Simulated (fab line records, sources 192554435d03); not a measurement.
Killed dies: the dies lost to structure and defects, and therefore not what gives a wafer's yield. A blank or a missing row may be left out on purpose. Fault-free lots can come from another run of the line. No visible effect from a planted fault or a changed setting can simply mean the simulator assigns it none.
Split-lot experiment	flow n5-finfet	21 wafers read from 7 lots, route of 1938 steps

== SPLIT DETAILS ==
At N5_BEOL_M4_COAT_67 (time 60 s, resist thk 60 nm), the setting spin-rpm was moved away from the recipe's 1500 rpm on 6 of the 21 wafers read, by -8.4% to +6.9%. For the rest of the wafers, this setting stayed at what the recipe calls for.

== FROM THE SPLIT TO THE READING: what the file shows between them, 7 steps ==
- N5_BEOL_M4_COAT_68: time 60 s, resist thk 12 nm
- N5_BEOL_M4_COAT_76: time 60 s, resist thk 5 nm
- N5_BEOL_M4_ALD_98: deposits SiO2, target thk 2.5 nm, pulse time 1 s, co reactant pulse time 1 s
- N5_BEOL_M4_ETCHBACK_99: etches SiO2 in CHF3, target depth 5 nm, time 10.4 s
- N5_BEOL_M4_ETCH_70: etches SOC in N2/H2, target depth 80 nm, overetch 24 nm, time 130 s
- N5_BEOL_M4_STRIP_71: strips in N2/H2
- N5_BEOL_M4_STRIP_78: strips in N2/H2

== THE READING ==
SOC_of_BEOL_M4_COAT_67.thk-nm (the simulator's own value, which no gauge read), in nm, at N5_BEOL_M4_VIA_ETCH_34 (etches the open film in C4F6/O2, target depth 69.4 nm, time 65.9 s). The file does not state a usual value for it. Average 51.7 nm, standard deviation 0.19 nm, over the 15 wafers here run with the recipe.

wafer	tool, chamber at the split	spin-rpm as run, rpm	against the recipe	SOC_of_BEOL_M4_COAT_67.thk-nm, nm	against lot-mates on the recipe
L074.1	litho-track-03, 0	1398	-6.8%	53.8	+2.0
L074.2	litho-track-03, 0	1500	recipe	51.8	-
L074.5	litho-track-03, 0	1500	recipe	51.8	-
L075.1	litho-track-03, 0	1434	-4.4%	53	+1.2
L075.2	litho-track-03, 0	1434	-4.4%	53.2	+1.4
L075.3	litho-track-03, 0	1500	recipe	51.8	-
L078.1	litho-track-02, 0	1374	-8.4%	54.6	+2.7
L078.4	litho-track-02, 0	1500	recipe	52	-
L078.5	litho-track-02, 0	1500	recipe	51.8	-
L083.3	litho-track-02, 0	1500	recipe	51.4	-
L083.5	litho-track-02, 0	1500	recipe	51.4	-
L083.6	litho-track-02, 0	1500	recipe	51.4	-
L094.1	litho-track-03, 0	1500	recipe	51.8	-
L094.2	litho-track-03, 0	1500	recipe	51.8	-
L094.3	litho-track-03, 0	1500	recipe	51.8	-
L096.2	litho-track-03, 0	1500	recipe	51.6	-
L096.3	litho-track-03, 0	1500	recipe	52	-
L096.4	litho-track-03, 0	1500	recipe	51.8	-
L097.3	litho-track-02, 0	1604	+6.9%	50	-1.8
L097.4	litho-track-02, 0	1604	+6.9%	49.8	-2.0
L097.5	litho-track-02, 0	1500	recipe	51.8	-

THE FIT
A straight line over all 21 wafers: SOC_of_BEOL_M4_COAT_67.thk-nm changes by -0.298 nm for each +1% of spin-rpm; r = -0.98; the points scatter about the line by 0.2 nm.
The same after taking each lot's own level away (the mean of its wafers on the recipe; 21 wafers): -0.293 nm for each +1%; r = -0.99; scatter 0.11 nm.
Per that fit: largest spin-rpm move, reading shift of 2.5 nm.
Across the lots, their own levels run from 51.40 to 51.90 nm, a range of 2.7 times the standard deviation given above.
So the lot-to-lot level changes the slope little: the two slopes agree.
Check: +2.4 nm against its lot-mates is what the line predicts for one of the wafers moved furthest among these (-8.4%) when that wafer is left out of the fit. It came out at +2.7 nm against them.

== THE WHOLE CHAIN: every reading that the file lists as answering this split, in the file's order ==
step	what it does	reading	change (the file's fit)	r (the file's)
N5_BEOL_M4_COAT_67	time 60 s, resist thk 60 nm	SOC_of_BEOL_M4_COAT_67.thk-nm (the simulator's own value, which no gauge read)	-0.306 nm for each +1% of the setting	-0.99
N5_BEOL_M4_ETCH_70	etches SOC in N2/H2, target depth 80 nm, overetch 24 nm, time 130 s	etch.depth-nm (the simulator's own value, which no gauge read)	-0.308 nm for each +1% of the setting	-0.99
N5_BEOL_M4_VIA_ETCH_34	etches the open film in C4F6/O2, target depth 69.4 nm, time 65.9 s	SOC_of_BEOL_M4_COAT_67.thk-nm (the simulator's own value, which no gauge read)	-0.299 nm for each +1% of the setting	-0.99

== FILE'S OWN FIT ==
SOC_of_BEOL_M4_COAT_67.thk-nm changes by -0.299 nm for each +1% of spin-rpm, r = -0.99.
